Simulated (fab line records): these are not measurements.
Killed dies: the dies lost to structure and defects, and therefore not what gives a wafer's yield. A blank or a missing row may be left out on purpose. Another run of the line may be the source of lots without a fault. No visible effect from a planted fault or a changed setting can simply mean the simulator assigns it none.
fab line records	flow n5Finfet
record: lots: 7	wafers: 21	lastDay: 19
route steps=1938 shown BEOL_M1@765 BEOL_M4@1111 PASSIVATION@1936
lots that met no fault: taken from a fault-free run of the same line
startH: the number of hours between the record's first day and the start of the first shown wafer of the lot	waitH: hours elapsed since this lot's preceding step	" as in the row above	L1.1+2: a single row standing in for several wafers	- no value, or no start was given	* or withheld: withheld	< > ~ a bound
route shown NAME@n: names a module that has steps shown in the file, with the first one's number in the route	usual: mean/standard deviation taken from wafers without a fault	same: alike in all rows	chamber/n: place in a boat	sites: the reading at each site	_std_site: standard deviation across them	_edge_site: the outer-site mean with the inner-site mean subtracted	radiusMm: how far each site lies from the wafer's centre	mask NAME#n: copy n	behind: tool/chamber where the wafer was last shaped	hold: what put the lot on hold/how long, in hours/how the hold closed	device: names the non-switching transistor (n, p or np)	end of line: the tests these same wafers got at the end of their route	step lacking rows: just its recipe	killed: dies lost to structure and defects at the first sort, not the wafer's yield	map: the dies of a wafer, with x for killed, . for not killed, _ for no die there
set.NAME: the setting that was run; set.NAME@STEP: the one run at that earlier step	model.NAME: the simulator's own value behind a step, which no gauge read
lots seen at some steps along the route; tables by step, rows by wafer
services: a tool's chamber out of use, with start hour (startH, from the record's first day; less than 0 if before it), hours out, and reason
== steps ==
step: N5_BEOL_M1_OVL_MEAS_12
recipe: pointsPerWafer: 522
usual: M1_OVL: 0.1/0.66
lot.wafer	tool	chamber	startH	waitH	M1_OVL[nm]
L928.2	overlay-01	0	143.76	0.0	0.2
L928.3	"	0	"	"	0.4
L928.6	"	0	"	"	1.7
L929.4	overlay-01	0	156.81	0.0	0.4
L929.5	"	0	"	"	-0.5
L929.6	"	0	"	"	-0.4
L933.2	overlay-02	0	177.79	0.0	0.2
L933.4	"	0	"	"	-0.4
L933.6	"	0	"	"	0.2
L932.1	overlay-01	0	177.95	0.0	0.1
L932.2	"	0	"	"	0.4
L932.4	"	0	"	"	-0.2
L939.1	overlay-02	0	219.32	0.0	1.4
L939.4	"	0	"	"	0.9
L939.6	"	0	"	"	0.5
L940.1	overlay-02	0	223.22	0.0	-0.8
L940.2	"	0	"	"	-0.2
L940.3	"	0	"	"	-0.5
L945.1	overlay-02	0	243.68	0.0	-0.7
L945.4	"	0	"	"	0.1
L945.5	"	0	"	"	0.5
step: N5_BEOL_M1_INSPECT_13
recipe: mode: adi	inspectInstrument: brightfield
usual: rawDefectCount: 435/100
lot.wafer	tool	chamber	startH	waitH	rawDefectCount
L928.2	defectInspect-02	-	143.81	0.0	401
L928.3	"	-	"	"	467
L928.6	"	-	"	"	359
L929.4	defectInspect-02	-	156.86	0.0	411
L929.5	"	-	"	"	310
L929.6	"	-	"	"	340
L933.2	defectInspect-02	-	177.85	0.0	328
L933.4	"	-	"	"	308
L933.6	"	-	"	"	293
L932.1	defectInspect-02	-	178.01	0.1	439
L932.2	"	-	"	"	445
L932.4	"	-	"	"	464
L939.1	defectInspect-01	-	219.38	0.1	415
L939.4	"	-	"	"	330
L939.6	"	-	"	"	398
L940.1	defectInspect-01	-	223.28	0.1	732
L940.2	"	-	"	"	695
L940.3	"	-	"	"	469
L945.1	defectInspect-01	-	243.74	0.1	494
L945.4	"	-	"	"	536
L945.5	"	-	"	"	532
step: N5_BEOL_M1_DESCUM_16
recipe: chemistry: O2	timeS: 7	sourcePowerW: 50	biasPowerW: 20	pressureMtorr: 20	rfFrequencyHz: 2.712e+07	tempC: 40	resist: CAR-EUV	o2FlowSccm: 225
step: N5_BEOL_M1_ETCH_74
recipe: chemistry: N2/H2	target: underlayer	targetDepthA: 65	maskMaterial: CAR-EUV	timeS: 5.2	ionEnergyEv: 200	pressureMtorr: 30	sourceW: 840	biasW: 150	n2FlowSccm: 200	h2FlowSccm: 200	ends: cleared
usual: drypumpMotorCurrentA: 5.6/0.46	etchRfOnTimeS: 5.25/0.14	n2FlowSccm: 200.1/0.58	oesProductAu: 0.64/0.073	rfVppV: 524.4/3	showerheadPlenumPTorr: 2.54/0.1	throttleValvePct: 17.69/0.13
lot.wafer	tool	chamber	startH	waitH	drypumpMotorCurrentA	etchRfOnTimeS	n2FlowSccm	oesProductAu	rfHoursCounterH	rfVppV	showerheadPlenumPTorr	throttleValvePct
L928.2	rieDiel-03	0	143.88	0.0	5.1	4.97	200.6	0.63	186	526.9	2.62	17.73
L928.3	"	2	"	"	5.6	5.42	200.5	0.58	223	526.1	2.62	17.81
L928.6	"	3	"	"	5.1	5.15	200.3	0.72	-	526.9	2.59	17.68
L929.4	rieDiel-02	3	156.93	0.0	6.0	5.30	200.3	0.63	-	521.3	2.40	17.65
L929.5	"	2	"	"	5.6	5.43	200.6	0.63	-	526.8	2.64	17.75
L929.6	"	0	"	"	5.0	5.23	200.1	0.60	-	526.7	2.61	17.61
L933.2	rieDiel-03	3	177.91	0.0	5.2	5.07	199.6	0.72	55	526.9	2.59	17.70
L933.4	"	2	"	"	5.6	5.45	198.8	0.56	-	526.1	2.61	17.83
L933.6	"	0	"	"	5.1	5.02	200.5	0.62	-	525.9	2.62	17.77
L932.1	rieDiel-02	1	178.09	0.0	6.4	5.26	200.3	0.65	124	519.0	2.44	17.83
L932.2	"	2	"	"	5.6	5.44	201.0	0.61	183	525.8	2.64	17.74
L932.4	"	3	"	"	6.0	5.32	200.0	0.62	187	520.4	2.40	17.66
L939.1	rieDiel-02	2	219.45	0.0	5.6	5.48	200.6	0.61	196	525.9	2.63	17.74
L939.4	"	0	"	"	5.0	5.32	200.2	0.58	245	527.6	2.61	17.69
L939.6	"	0	"	"	5.1	5.29	200.1	0.58	-	525.9	2.61	17.68
L940.1	rieDiel-05	0	223.90	0.0	5.6	5.11	200.0	0.83	6	524.5	2.50	17.64
L940.2	"	1	"	"	5.4	4.98	200.9	0.73	67	529.7	2.68	17.49
L940.3	"	3	"	"	4.9	5.14	199.6	0.59	235	530.0	2.59	17.66
L945.1	rieDiel-05	1	244.13	0.0	5.5	5.03	200.3	0.72	74	527.4	2.68	17.50
L945.4	"	3	"	"	5.0	5.24	199.0	0.58	242	525.7	2.58	17.70
L945.5	"	2	"	"	5.6	5.00	200.2	0.87	-	528.5	2.70	17.52
step: N5_BEOL_M1_ETCH_63
recipe: chemistry: CF4	target: SiARC	targetDepthA: 156	maskMaterial: CAR-EUV	timeS: 26	ionEnergyEv: 80	pressureMtorr: 40	sourceW: 545	biasW: 36	Ar_flow_sccm: 100	cf4FlowSccm: 100	ends: cleared
step: N5_BEOL_M1_ETCH_64
recipe: chemistry: N2/H2	target: SOC	targetDepthA: 750	overetchA: 150	maskMaterial: SiARC	tempC: 40	timeS: 112.5	ionEnergyEv: 200	pressureMtorr: 30	sourceW: 840	biasW: 150	n2FlowSccm: 200	h2FlowSccm: 200
usual: drypumpMotorCurrentA: 5.6/0.46	n2FlowSccm: 200.0/0.58	oesProductAu: 0.60/0.061	rfVppV: 524.2/2.8	showerheadPlenumPTorr: 2.54/0.1	throttleValvePct: 17.66/0.12
lot.wafer	tool	chamber	startH	waitH	drypumpMotorCurrentA	n2FlowSccm	oesProductAu	rfHoursCounterH	rfVppV	showerheadPlenumPTorr	throttleValvePct
L928.2	rieDiel-03	0	143.93	0.0	5.1	199.5	0.58	186	527.5	2.62	17.70
L928.3	"	2	"	"	5.6	201.0	0.55	223	525.4	2.62	17.77
L928.6	"	3	"	"	5.2	199.2	0.67	-	523.6	2.59	17.62
L929.4	rieDiel-02	3	157.02	0.1	6.0	199.6	0.59	-	520.5	2.40	17.62
L929.5	"	2	"	"	5.6	200.1	0.59	-	524.8	2.64	17.71
L929.6	"	0	"	"	5.0	199.3	0.55	-	524.2	2.61	17.63
L933.2	rieDiel-03	3	177.96	0.0	5.2	199.8	0.66	55	525.7	2.59	17.65
L933.4	"	2	"	"	5.6	200.2	0.54	-	524.9	2.61	17.78
L933.6	"	0	"	"	5.1	200.9	0.57	-	526.3	2.62	17.72
L932.1	rieDiel-02	1	178.13	0.0	6.5	200.0	0.62	124	520.9	2.44	17.81
L932.2	"	2	"	"	5.6	199.6	0.59	183	525.2	2.64	17.72
L932.4	"	3	"	"	6.0	201.2	0.58	187	520.0	2.40	17.61
L939.1	rieDiel-02	2	219.49	0.0	5.6	198.9	0.58	196	526.6	2.63	17.74
L939.4	"	0	"	"	5.0	200.2	0.55	245	523.9	2.61	17.66
L939.6	"	0	"	"	5.0	199.9	0.54	-	525.1	2.61	17.66
L940.1	rieDiel-05	0	223.95	0.0	5.6	200.2	0.76	6	523.3	2.50	17.61
L940.2	"	1	"	"	5.4	200.0	0.66	67	527.4	2.68	17.45
L940.3	"	3	"	"	4.9	199.8	0.55	235	525.1	2.58	17.64
L945.1	rieDiel-05	1	244.17	0.0	5.4	200.4	0.66	74	527.1	2.68	17.45
L945.4	"	3	"	"	4.9	200.3	0.54	242	525.3	2.58	17.64
L945.5	"	2	"	"	5.6	200.7	0.78	-	529.6	2.70	17.46
step: N5_BEOL_M1_STRIP_65
recipe: chemistry: N2/H2	tempC: 40	n2FlowSccm: 200	h2FlowSccm: 200	rfFrequencyHz: 6e+07
step: N5_BEOL_M1_STRIP_75
recipe: chemistry: N2/H2	tempC: 40	n2FlowSccm: 200	h2FlowSccm: 200	rfFrequencyHz: 6e+07
step: N5_BEOL_M1_STRIP_66
recipe: chemistry: CF4	resist: SiARC	powerW: 300	biasPowerW: 75	pressureMtorr: 50	cf4FlowSccm: 150	rfFrequencyHz: 6e+07
usual: drypumpMotorCurrentA: 5.6/0.46	oesProductAu: 0.75/0.076	rfVppV: 271.3/1.6	showerheadPlenumPTorr: 1.80/0.058	throttleValvePct: 13.57/0.19
lot.wafer	tool	chamber	startH	waitH	drypumpMotorCurrentA	oesProductAu	rfHoursCounterH	rfVppV	showerheadPlenumPTorr	throttleValvePct
L928.2	rieDiel-03	0	144.05	0.0	5.1	0.72	186	273.6	1.86	13.64
L928.3	"	2	"	"	5.6	0.69	223	273.0	1.83	13.54
L928.6	"	3	"	"	5.2	0.84	-	272.3	1.82	13.29
L929.4	rieDiel-02	3	157.10	0.0	6.0	0.74	-	270.6	1.73	13.74
L929.5	"	2	"	"	5.5	0.74	-	273.6	1.85	13.45
L929.6	"	0	"	"	5.1	0.69	-	271.3	1.85	13.50
L933.2	rieDiel-03	3	178.09	0.0	5.2	0.82	55	273.7	1.82	13.33
L933.4	"	2	"	"	5.6	0.67	-	273.1	1.82	13.58
L933.6	"	0	"	"	5.1	0.71	-	271.4	1.85	13.68
L932.1	rieDiel-02	1	178.26	0.0	6.4	0.77	124	270.3	1.75	13.75
L932.2	"	2	"	"	5.6	0.74	183	272.9	1.85	13.47
L932.4	"	3	"	"	6.0	0.74	187	268.2	1.73	13.75
L939.1	rieDiel-02	2	219.62	0.0	5.6	0.72	196	272.2	1.84	13.50
L939.4	"	0	"	"	5.0	0.68	245	272.5	1.85	13.52
L939.6	"	0	"	"	5.0	0.68	-	272.5	1.85	13.54
L940.1	rieDiel-05	0	224.08	0.0	5.6	0.95	6	271.2	1.76	13.37
L940.2	"	1	"	"	5.4	0.83	67	273.7	1.88	13.31
L940.3	"	3	"	"	5.0	0.68	235	272.5	1.83	13.68
L945.1	rieDiel-05	1	244.30	0.0	5.4	0.82	74	273.0	1.88	13.33
L945.4	"	3	"	"	5.0	0.67	243	272.9	1.83	13.69
L945.5	"	2	"	"	5.6	0.97	-	273.8	1.91	13.26
step: N5_BEOL_M1_HM_OPEN_17
recipe: chemistry: Cl2/BCl3	targetDepthA: 200	overetchA: 60	target: TiN	maskMaterial: SOC	ionEnergyEv: 150	pressureMtorr: 10	icpW: 1000	biasW: 126	Cl2_flow_sccm: 53.25	bcl3FlowSccm: 21.75	Ar_flow_sccm: 25
usual: drypumpMotorCurrentA: 5.8/0.61	oesProductAu: 0.70/0.058	throttleValvePct: 22.01/0.15
lot.wafer	tool	chamber	startH	waitH	drypumpMotorCurrentA	oesProductAu	rfHoursCounterH	throttleValvePct
L928.2	rieMetal-03	0	144.10	0.0	5.7	0.80	8	21.83
L928.3	"	1	"	"	6.7	0.72	-	21.96
L928.6	"	1	"	"	6.7	0.71	-	21.97
L929.4	rieMetal-01	0	157.16	0.1	5.5	0.68	-	22.09
L929.5	"	0	"	"	5.5	0.67	-	22.11
L929.6	"	1	"	"	5.0	0.68	-	21.96
L933.2	rieMetal-03	0	178.13	0.0	5.7	0.79	10	21.84
L933.4	"	1	"	"	6.7	0.70	-	21.98
L933.6	"	0	"	"	5.7	0.78	-	21.85
L932.1	rieMetal-01	1	178.30	0.0	5.0	0.67	40	21.97
L932.2	"	0	"	"	5.5	0.67	35	22.11
L932.4	"	1	"	"	5.0	0.67	-	21.96
L939.1	rieMetal-01	0	219.66	0.0	5.6	0.65	40	22.11
L939.4	"	0	"	"	5.6	0.66	-	22.11
L939.6	"	0	"	"	5.6	0.65	-	22.13
L940.1	rieMetal-03	1	224.12	0.0	6.7	0.70	34	21.97
L940.2	"	0	"	"	5.7	0.76	13	21.87
L940.3	"	0	"	"	5.7	0.77	-	21.88
L945.1	rieMetal-01	1	244.34	0.0	5.0	0.65	47	22.00
L945.4	"	1	"	"	5.0	0.65	-	22.00
L945.5	"	1	"	"	5.0	0.65	-	22.02
step: N5_BEOL_M1_STRIP_19
recipe: chemistry: O2	powerW: 400	tempC: 40	pressureMtorr: 30	rfFrequencyHz: 6e+07	biasPowerW: 0	overashFraction: 0.2	o2FlowSccm: 225
usual: drypumpMotorCurrentA: 5.6/0.45	oesProductAu: 0.76/0.091	rfVppV: 3.6/0.47	showerheadPlenumPTorr: 2.11/0.073	throttleValvePct: 16.59/0.21
lot.wafer	tool	chamber	startH	waitH	drypumpMotorCurrentA	oesProductAu	rfHoursCounterH	rfVppV	showerheadPlenumPTorr	throttleValvePct
L928.2	rieDiel-02	2	144.21	0.1	5.6	0.76	173	3.5	2.19	16.56
L928.3	"	1	"	"	6.4	0.78	117	3.5	2.03	16.77
L928.6	"	3	"	"	6.0	0.75	-	3.8	2.00	16.67
L929.4	rieDiel-03	0	157.27	0.1	5.1	0.73	-	4.0	2.16	16.65
L929.5	"	2	"	"	5.7	0.69	-	3.1	2.14	16.55
L929.6	"	3	"	"	5.1	0.85	-	3.0	2.12	16.36
L933.2	rieDiel-03	2	178.24	0.1	5.6	0.68	235	3.8	2.14	16.57
L933.4	"	0	"	"	5.1	0.71	-	3.8	2.16	16.66
L933.6	"	2	"	"	5.7	0.68	-	4.7	2.14	16.57
L932.1	rieDiel-05	2	178.45	0.1	5.6	0.66	242	3.6	2.00	16.89
L932.2	"	1	"	"	5.4	0.88	47	3.8	2.21	16.34
L932.4	"	2	"	"	5.6	0.67	-	3.9	2.00	16.89
L939.1	rieDiel-05	3	219.77	0.1	5.0	0.70	233	4.2	2.15	16.71
L939.4	"	3	"	"	5.0	0.69	-	3.6	2.15	16.73
L939.6	"	0	"	"	5.6	0.98	-	3.6	2.08	16.61
L940.1	rieDiel-02	0	224.23	0.1	5.0	0.68	247	3.3	2.16	16.53
L940.2	"	2	"	"	5.6	0.74	198	3.5	2.18	16.61
L940.3	"	1	"	"	6.4	0.76	139	3.8	2.02	16.80
L945.1	rieDiel-02	1	244.45	0.1	6.4	0.76	145	3.7	2.02	16.80
L945.4	"	3	"	"	6.0	0.71	-	3.6	1.99	16.74
L945.5	"	1	"	"	6.4	0.76	-	3.6	2.02	16.82
step: N5_BEOL_M1_CD_MEAS_18
recipe: pitchNm: 36	targetCdNm: 18
usual: cdNm: 18.0/0.31
lot.wafer	tool	chamber	startH	waitH	cdNm
L928.2	cdSem-02	-	144.28	0.1	17.7
L928.3	"	-	"	"	18.4
L928.6	"	-	"	"	18.4
L929.4	cdSem-03	-	157.32	0.0	17.7
L929.5	"	-	"	"	18.2
L929.6	"	-	"	"	17.3
L933.2	cdSem-03	-	178.31	0.1	17.7
L933.4	"	-	"	"	18.3
L933.6	"	-	"	"	18.1
L932.1	cdSem-01	-	178.52	0.0	18.3
L932.2	"	-	"	"	18.1
L932.4	"	-	"	"	17.9
L939.1	cdSem-02	-	219.84	0.0	18.1
L939.4	"	-	"	"	17.5
L939.6	"	-	"	"	18.2
L940.1	cdSem-03	-	224.30	0.0	18.3
L940.2	"	-	"	"	17.7
L940.3	"	-	"	"	17.9
L945.1	cdSem-02	-	244.52	0.0	17.9
L945.4	"	-	"	"	17.9
L945.5	"	-	"	"	18.2
step: N5_BEOL_M1_COAT_67
recipe: resist: SOC	tempC: 250	timeS: 60	spinRpm: 1500	resistThkNm: 60
usual: chillPlateTempC: 23.02/0.1	heaterPowerTotalW: 500.3/1.8	plateTempC: 250.00/0.19
lot.wafer	tool	chamber	startH	waitH	chillPlateTempC	heaterPowerTotalW	plateTempC
L928.2	lithoTrack-05	0	144.31	0.0	22.94	500.9	250.12
L928.3	"	0	"	"	22.89	498.8	249.94
L928.6	"	0	"	"	23.08	501.5	249.92
L929.4	lithoTrack-05	0	157.35	0.0	23.00	499.7	249.91
L929.5	"	0	"	"	23.12	499.2	249.74
L929.6	"	0	"	"	23.07	503.1	249.95
L933.2	lithoTrack-01	0	178.34	0.0	23.06	501.0	249.83
L933.4	"	0	"	"	23.05	499.6	249.94
L933.6	"	0	"	"	22.90	500.8	249.71
L932.1	lithoTrack-01	0	178.55	0.0	23.19	500.0	249.99
L932.2	"	0	"	"	23.20	503.0	249.91
L932.4	"	0	"	"	23.17	499.2	249.85
L939.1	lithoTrack-05	0	219.88	0.0	23.08	487.7	244.45
L939.4	"	0	"	"	22.93	488.4	244.45
L939.6	"	0	"	"	22.87	489.1	244.46
L940.1	lithoTrack-05	0	224.33	0.0	23.03	486.4	244.20
L940.2	"	0	"	"	23.00	486.4	244.28
L940.3	"	0	"	"	23.02	489.0	244.53
L945.1	lithoTrack-05	0	244.56	0.0	23.02	488.4	244.42
L945.4	"	0	"	"	23.00	488.2	244.43
L945.5	"	0	"	"	23.11	487.5	244.32
step: N5_BEOL_M1_COAT_68
recipe: resist: SiARC	tempC: 220	timeS: 60	spinRpm: 1500	resistThkNm: 12
step: N5_BEOL_M4_RC_MEAS_101
usual: DIBL_N: 36.0/1.9	DIBL_P: 35.6/2.2	IOFF_N: 0.15/0.031	IOFF_P: 0.19/0.032	ION_N: 668/11	ION_P: 455/7.2	SS_N: 71.5/0.65	SS_P: 73.4/0.64	VT_N: 251/3.6	VT_P: -253/3.3
lot.wafer	tool	chamber	startH	waitH	DIBL_N[mV/V]	DIBL_P[mV/V]	IOFF_N[nA/um]	IOFF_P[nA/um]	ION_N[uA/um]	ION_P[uA/um]	SS_N[mV/dec]	SS_P[mV/dec]	VT_N[mV]	VT_P[mV]
L928.2	prober-01	0	216.05	0.2	37.1	35.6	0.17	0.21	679	466	71.8	73.8	248	-252
L928.3	"	0	"	"	35.4	34.6	0.14	0.20	674	474	71.2	73.3	248	-248
L928.6	"	0	"	"	39.3	39.2	0.23	0.27	700	469	72.6	74.6	246	-244
L929.4	prober-02	0	242.13	0.5	34.6	33.7	0.12	0.16	663	444	71.3	73.2	256	-254
L929.5	"	0	"	"	32.3	32.2	0.10	0.14	647	446	71.1	72.6	259	-256
L929.6	"	0	"	"	34.6	33.3	0.12	0.16	641	442	71.9	72.5	256	-255
L932.1	prober-02	0	247.70	0.0	34.4	33.2	0.13	0.18	664	457	71.7	73.2	256	-251
L932.2	"	0	"	"	32.4	31.0	0.10	0.16	646	454	70.7	72.4	256	-250
L932.4	"	0	"	"	35.5	35.2	0.15	0.21	670	459	71.5	74.2	252	-250
L933.2	prober-02	0	277.37	0.2	34.3	34.2	0.13	0.18	665	452	72.5	72.6	252	-252
L933.4	"	0	"	"	32.2	32.5	0.11	0.16	653	449	70.8	72.8	253	-253
L933.6	"	0	"	"	34.1	35.5	0.14	0.20	666	458	71.3	73.2	250	-251
L939.1	prober-01	0	305.61	0.0	37.3	40.1	0.18	0.23	659	450	72.7	75.0	249	-251
L939.4	"	0	"	"	36.8	37.6	0.17	0.18	673	447	71.9	72.8	249	-256
L939.6	"	0	"	"	33.6	34.6	0.13	0.15	657	451	71.3	72.6	253	-257
L940.1	prober-01	0	308.32	0.0	34.6	36.4	0.15	0.21	671	463	71.2	73.3	249	-248
L940.2	"	0	"	"	34.0	34.4	0.13	0.17	659	450	70.9	72.7	252	-251
L940.3	"	0	"	"	35.1	36.5	0.15	0.21	673	464	70.8	73.3	250	-254
L945.1	prober-02	0	325.81	0.0	39.4	40.4	0.24	0.31	692	473	73.1	74.7	244	-243
L945.4	"	0	"	"	37.2	36.9	0.18	0.23	681	465	72.0	73.5	248	-248
L945.5	"	0	"	"	36.8	36.4	0.17	0.22	673	456	72.0	73.3	248	-249
step: N5_PASSIVATION_PROBE_49
usual: defectLimitedYield: 91.3/1.4	killed_at_M0_to_M3: 34/10	killed_at_M4_up: 14/5.5	killedAtContacts: 12/6	killedAtFrontEnd: 40/10	killedAtOther: 3.0/2.4	killedDies: 103/17	killedOpen: 68/13	killedShort: 34/7.8	sort_bin_5_function: 5.1/0.97	sort_bin_6_memory: 3.3/0.66	sort_bin_8_speed: 0.02/0.12	sortNPass: 1077/17	sortYieldPct: 91.2/1.4
same: grossDies: 1180	killedAtBackSide: 0	sort_bin_4_leakage[%]: 0
lot.wafer	tool	chamber	startH	waitH	defectLimitedYield[%]	killed_at_M0_to_M3	killed_at_M4_up	killedAtContacts	killedAtFrontEnd	killedAtOther	killedDies	killedOpen	killedShort	sort_bin_5_function[%]	sort_bin_6_memory[%]	sort_bin_8_speed[%]	sortNPass	sortYieldPct[%]
L932.1	prober-01	-	356.61	0.0	91.6	35	14	16	29	5	99	75	24	4.5	3.6	0	1081	91.6
L932.2	prober-01	-	356.66	0.1	90.0	38	13	19	45	3	118	79	38	5.6	4.2	0	1062	90.0
L932.4	prober-01	-	356.76	0.2	89.5	42	8	15	49	10	124	73	47	6.8	3.3	0	1056	89.5
L933.2	prober-02	-	378.52	0.1	93.5	21	16	12	27	1	77	47	24	4.1	1.7	0	1103	93.5
L933.4	prober-02	-	378.62	0.2	92.7	22	17	11	32	4	86	66	18	4.3	2.9	0	1094	92.7
L933.6	prober-02	-	378.72	0.3	93.6	20	18	5	31	2	76	44	25	3.4	2.4	0	1104	93.6
L939.1	prober-01	-	416.60	0.0	90.4	51	20	6	35	1	113	80	33	5.9	3.5	0	1067	90.4
L939.4	prober-01	-	416.75	0.2	91.4	41	5	8	43	4	101	52	48	4.9	3.3	0	1079	91.4
L939.6	prober-01	-	416.85	0.3	91.4	33	13	8	47	1	102	67	30	5.1	3.0	0	1078	91.4
L940.1	prober-01	-	423.29	0.0	91.3	29	17	22	34	1	103	75	27	5.2	3.3	0	1077	91.3
L940.3	prober-01	-	423.39	0.1	90.2	40	21	13	40	2	116	76	39	5.9	3.4	0	1064	90.2
L945.1	prober-01	-	450.28	0.0	91.6	32	12	11	38	6	99	62	32	4.3	3.8	0	1081	91.6
L945.4	prober-01	-	450.43	0.2	93.0	20	16	5	33	9	83	52	30	3.8	3.1	0	1097	93.0
L945.5	prober-01	-	450.48	0.2	91.8	32	10	20	30	5	97	69	26	5.2	2.9	0	1083	91.8
killed by level:class
L932.1 MOL_CONTACT_COAG:geometricParticle:open=13 BEOL_M0_SAQP:geometricParticle:open=10 FIN_SAQP:geometricParticle:open=7 BEOL_M3:geometricParticle:open=7 BEOL_M4:geometricParticle:open=6 STI_FIN_REVEAL:geometricParticle:open=5 BEOL_M0_SAQP:geometricParticle:short=5 STARTING-WAFER:geometricParticle:open=5
L932.2 MOL_CONTACT_COAG:geometricParticle:open=16 FIN_SAQP:geometricParticle:open=11 FIN_SAQP:geometricParticle:short=11 BEOL_M0_SAQP:geometricParticle:open=10 BEOL_M2:geometricParticle:open=9 BEOL_M1:geometricParticle:open=7 BEOL_M1:geometricParticle:short=5 STARTING-WAFER:geometricParticle:open=5
L932.4 MOL_CONTACT_COAG:geometricParticle:open=13 FIN_SAQP:geometricParticle:open=11 FIN_SAQP:geometricParticle:short=9 GATE_CUT:geometricParticle:short=9 BEOL_M2:geometricParticle:open=9 BEOL_M3:geometricParticle:open=7 BEOL_M0_SAQP:geometricParticle:open=6 BEOL_M0_SAQP:geometricParticle:short=6
L933.2 STI_FIN_REVEAL:geometricParticle:open=8 MOL_CONTACT_COAG:geometricParticle:open=7 BEOL_M4:geometricParticle:open=6 MOL_CONTACT_COAG:geometricParticle:short=5 DUMMY_GATE:geometricParticle:open=4 BEOL_M0_SAQP:geometricParticle:short=4 BEOL_M0_SAQP:geometricParticle:open=4 BEOL_M2:geometricParticle:short=4
L933.4 BEOL_M2:geometricParticle:open=12 STI_FIN_REVEAL:geometricParticle:open=10 MOL_CONTACT_COAG:geometricParticle:open=10 ILD0:geometricParticle:open=4 ILD0:geometricParticle:short=3 GATE_CUT:geometricParticle:open=3 BEOL_M4:geometricParticle:open=3 BEOL_M6:geometricParticle:open=3
L933.6 BEOL_M4:geometricParticle:open=8 GATE_CUT:geometricParticle:short=5 MOL_CONTACT_COAG:geometricParticle:open=5 BEOL_M2:geometricParticle:open=5 HKMG_FIN:areaEtch=5 FIN_SAQP:geometricParticle:open=3 GATE_CUT:geometricParticle:open=3 BEOL_M0_SAQP:geometricParticle:short=3
L939.1 BEOL_M3:geometricParticle:open=13 BEOL_M0_SAQP:geometricParticle:short=11 BEOL_M0_SAQP:geometricParticle:open=9 BEOL_M1:geometricParticle:open=9 BEOL_M4:geometricParticle:open=9 FIN_SAQP:geometricParticle:short=7 MOL_CONTACT_COAG:geometricParticle:open=6 STI_FIN_REVEAL:geometricParticle:open=5
L939.4 FIN_SAQP:geometricParticle:short=14 BEOL_M3:geometricParticle:open=11 BEOL_M0_SAQP:geometricParticle:short=9 MOL_CONTACT_COAG:geometricParticle:open=7 BEOL_M0_SAQP:geometricParticle:open=6 DUMMY_GATE:geometricParticle:open=5 GATE_CUT:geometricParticle:short=5 FIN_SAQP:geometricParticle:open=4
L939.6 STI_FIN_REVEAL:geometricParticle:open=12 BEOL_M3:geometricParticle:open=11 BEOL_M4:geometricParticle:open=9 FIN_SAQP:geometricParticle:short=8 FIN_SAQP:geometricParticle:open=8 MOL_CONTACT_COAG:geometricParticle:open=7 BEOL_M0_SAQP:geometricParticle:short=5 BEOL_M1:geometricParticle:open=5
L940.1 MOL_CONTACT_COAG:geometricParticle:open=20 BEOL_M2:geometricParticle:open=9 BEOL_M4:geometricParticle:open=9 BEOL_M0_SAQP:geometricParticle:open=6 GATE_CUT:geometricParticle:open=6 BEOL_M0_SAQP:geometricParticle:short=6 FIN_SAQP:geometricParticle:short=5 FIN_SAQP:geometricParticle:open=5
L940.3 BEOL_M2:geometricParticle:open=12 BEOL_M4:geometricParticle:open=11 FIN_SAQP:geometricParticle:open=10 MOL_CONTACT_COAG:geometricParticle:open=10 FIN_SAQP:geometricParticle:short=9 BEOL_M0_SAQP:geometricParticle:short=9 BEOL_M0_SAQP:geometricParticle:open=8 STI_FIN_REVEAL:geometricParticle:open=5
L945.1 MOL_CONTACT_COAG:geometricParticle:open=10 BEOL_M0_SAQP:geometricParticle:open=9 FIN_SAQP:geometricParticle:short=8 STI_FIN_REVEAL:geometricParticle:open=6 FIN_SAQP:geometricParticle:open=5 DUMMY_GATE:geometricParticle:open=5 BEOL_M0_SAQP:geometricParticle:short=5 BEOL_M3:geometricParticle:short=4
L945.4 FIN_SAQP:geometricParticle:short=9 FIN_SAQP:geometricParticle:open=6 BEOL_M5:geometricParticle:open=6 BEOL_M2:geometricParticle:open=5 BEOL_M4:geometricParticle:open=5 DUMMY_GATE:geometricParticle:short=4 MOL_CONTACT_COAG:geometricParticle:open=4 BEOL_M0_SAQP:geometricParticle:open=4
L945.5 MOL_CONTACT_COAG:geometricParticle:open=15 BEOL_M3:geometricParticle:open=10 FIN_SAQP:geometricParticle:short=7 BEOL_M0_SAQP:geometricParticle:open=7 BEOL_M2:geometricParticle:open=6 FIN_SAQP:geometricParticle:open=5 ILD0:geometricParticle:open=5 MOL_CONTACT_COAG:geometricParticle:short=5
== services ==
tool	chamber	startH	hours	kind
rieDiel-02	1	125.47	2.9	repair
rieDiel-05	-	154.02	2.8	pm
rieDiel-02	1	154.53	9.8	repair
rieDiel-03	1	154.81	-	clean
rieDiel-03	1	154.81	-	consumableReplace:focusRing
rieDiel-03	1	154.81	34.2	scheduledDown
rieDiel-03	1	154.81	34.2	ventCycle
rieDiel-05	3	171.94	12.6	repair
rieDiel-05	0	184.97	-	clean
rieDiel-05	0	184.97	-	consumableReplace:focusRing
rieDiel-05	0	184.97	23.1	scheduledDown
rieDiel-05	0	184.97	23.1	ventCycle
rieDiel-03	0	202.03	2.2	repair
rieDiel-05	2	208.17	-	clean
rieDiel-05	2	208.17	-	consumableReplace:esc
rieDiel-05	2	208.17	-	consumableReplace:focusRing
rieDiel-05	2	208.17	-	consumableReplace:showerhead
rieMetal-03	-	221.17	2.8	pm
rieDiel-02	1	229.90	7.5	repair
rieDiel-02	0	237.40	-	clean
rieDiel-02	0	237.40	-	consumableReplace:focusRing
rieDiel-02	0	237.40	18.5	scheduledDown
rieDiel-02	0	237.40	18.5	ventCycle
rieDiel-03	-	240.30	14.6	pm
== key ==
firstSign: step: N5_BEOL_M1_COAT_67	reading: plateTempC	direction: down	sigmas: 29	usual: *	struck: *
effect: step: N5_BEOL_M1_COAT_67	reading: heaterPowerTotalW	direction: down	sigmas: 7	usual: *	struck: *
metAt N5_BEOL_M1_COAT_67
struckWafers L939.1,L939.4,L939.6,L940.1,L940.2,L940.3,L945.1,L945.4,L945.5
onsetBetween 157.35 219.88
fault: kind: processParameterDrift	tool: lithoTrack-05	chamber: -	onsetH: 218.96	steps: N5_BEOL_M1_COAT_67	channel: tempC	offset: *	shape: step	endH: 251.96	actsIn: *	stated: *
